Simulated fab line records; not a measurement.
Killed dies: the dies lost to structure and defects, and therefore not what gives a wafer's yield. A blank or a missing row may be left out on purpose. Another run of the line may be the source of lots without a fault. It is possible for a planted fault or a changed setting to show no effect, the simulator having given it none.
Matching of chambers :: flow n5Finfet :: N5_BEOL_M0_SAQP_ILD_DEP_01 on pecvd-03 has 3 sister chambers
The step deposits SiOC from DEMS/O2, target thk 45.419 nm, time 8.7 s. 14 wafers are shown with their chamber, then 7 later ones without.

EACH WAFER AND ITS CHAMBER
wafer: L644.1
chamber: 0
heaterPowerW (W): 384
throttleValvePct (%): 12.1
showerheadPlenumPTorr (Torr): 5.681

wafer: L644.3
chamber: 1
heaterPowerW (W): 452
throttleValvePct (%): 11.8
showerheadPlenumPTorr (Torr): 5.671

wafer: L644.5
chamber: 2
heaterPowerW (W): 453
throttleValvePct (%): 11.6
showerheadPlenumPTorr (Torr): 5.679

wafer: L648.1
chamber: 2
heaterPowerW (W): 398
throttleValvePct (%): 11.3
showerheadPlenumPTorr (Torr): 5.669

wafer: L648.4
chamber: 2
heaterPowerW (W): 397
throttleValvePct (%): 11.4
showerheadPlenumPTorr (Torr): 5.676

wafer: L648.6
chamber: 1
heaterPowerW (W): 510
throttleValvePct (%): 11.8
showerheadPlenumPTorr (Torr): 5.676

wafer: L649.1
chamber: 2
heaterPowerW (W): 432
throttleValvePct (%): 11.7
showerheadPlenumPTorr (Torr): 5.691

wafer: L649.3
chamber: 1
heaterPowerW (W): 520
throttleValvePct (%): 12.0
showerheadPlenumPTorr (Torr): 5.672

wafer: L649.5
chamber: 2
heaterPowerW (W): 435
throttleValvePct (%): 11.7
showerheadPlenumPTorr (Torr): 5.695

wafer: L662.1
chamber: 0
heaterPowerW (W): 395
throttleValvePct (%): 11.9
showerheadPlenumPTorr (Torr): 5.689

wafer: L662.2
chamber: 1
heaterPowerW (W): 522
throttleValvePct (%): 11.9
showerheadPlenumPTorr (Torr): 5.681

wafer: L662.6
chamber: 0
heaterPowerW (W): 394
throttleValvePct (%): 12.0
showerheadPlenumPTorr (Torr): 5.671

wafer: L663.3
chamber: 1
heaterPowerW (W): 506
throttleValvePct (%): 12.0
showerheadPlenumPTorr (Torr): 5.666

wafer: L663.4
chamber: 1
heaterPowerW (W): 517
throttleValvePct (%): 12.0
showerheadPlenumPTorr (Torr): 5.679

SIGNATURES (means of the wafers above)
reading: heaterPowerW
chamber 0: 391.00
chamber 1: 504.50
chamber 2: 423.00
scatter within a chamber: 23.3

reading: throttleValvePct
chamber 0: 12.000
chamber 1: 11.917
chamber 2: 11.540
scatter within a chamber: 0.135

reading: showerheadPlenumPTorr
chamber 0: 5.68033
chamber 1: 5.67417
chamber 2: 5.68200
scatter within a chamber: 0.00843
Rule: for a wafer and a chamber, the distance is found by dividing, reading by reading, the gap between the wafer's reading and the chamber's mean by the reading's scatter, squaring, summing and taking the root. The wafer belongs to the nearest chamber; if the next one is less than 2 further off, it can't be placed. The scatter: take each reading less its chamber's mean, square it, sum over the shown wafers, divide by the number of wafers less the number of chambers, and take the root.

WAFERS WITHOUT THEIR CHAMBER
wafer: L663.5
heaterPowerW (W): 367
throttleValvePct (%): 11.9
showerheadPlenumPTorr (Torr): 5.687

wafer: L664.1
heaterPowerW (W): 395
throttleValvePct (%): 11.7
showerheadPlenumPTorr (Torr): 5.692

wafer: L664.2
heaterPowerW (W): 459
throttleValvePct (%): 12.0
showerheadPlenumPTorr (Torr): 5.671

wafer: L664.3
heaterPowerW (W): 392
throttleValvePct (%): 11.9
showerheadPlenumPTorr (Torr): 5.684

wafer: L665.4
heaterPowerW (W): 434
throttleValvePct (%): 11.3
showerheadPlenumPTorr (Torr): 5.679

wafer: L665.5
heaterPowerW (W): 441
throttleValvePct (%): 11.7
showerheadPlenumPTorr (Torr): 5.669

wafer: L665.6
heaterPowerW (W): 498
throttleValvePct (%): 12.1
showerheadPlenumPTorr (Torr): 5.683

EACH ONE'S CHAMBER
wafer: L663.5
from the rows above: 0
in truth: 0

wafer: L664.1
from the rows above: can't be placed: 2 or 0
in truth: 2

wafer: L664.2
from the rows above: can't be placed: 1 or 0 or 2
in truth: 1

wafer: L664.3
from the rows above: 0
in truth: 0

wafer: L665.4
from the rows above: 2
in truth: 2

wafer: L665.5
from the rows above: can't be placed: 2 or 1 or 0
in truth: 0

wafer: L665.6
from the rows above: 1
in truth: 1
Placed correctly: 4 of 7. Unplaceable from these rows: 3, with the true chamber sitting among the candidates in 3. Placed wrongly: 0.
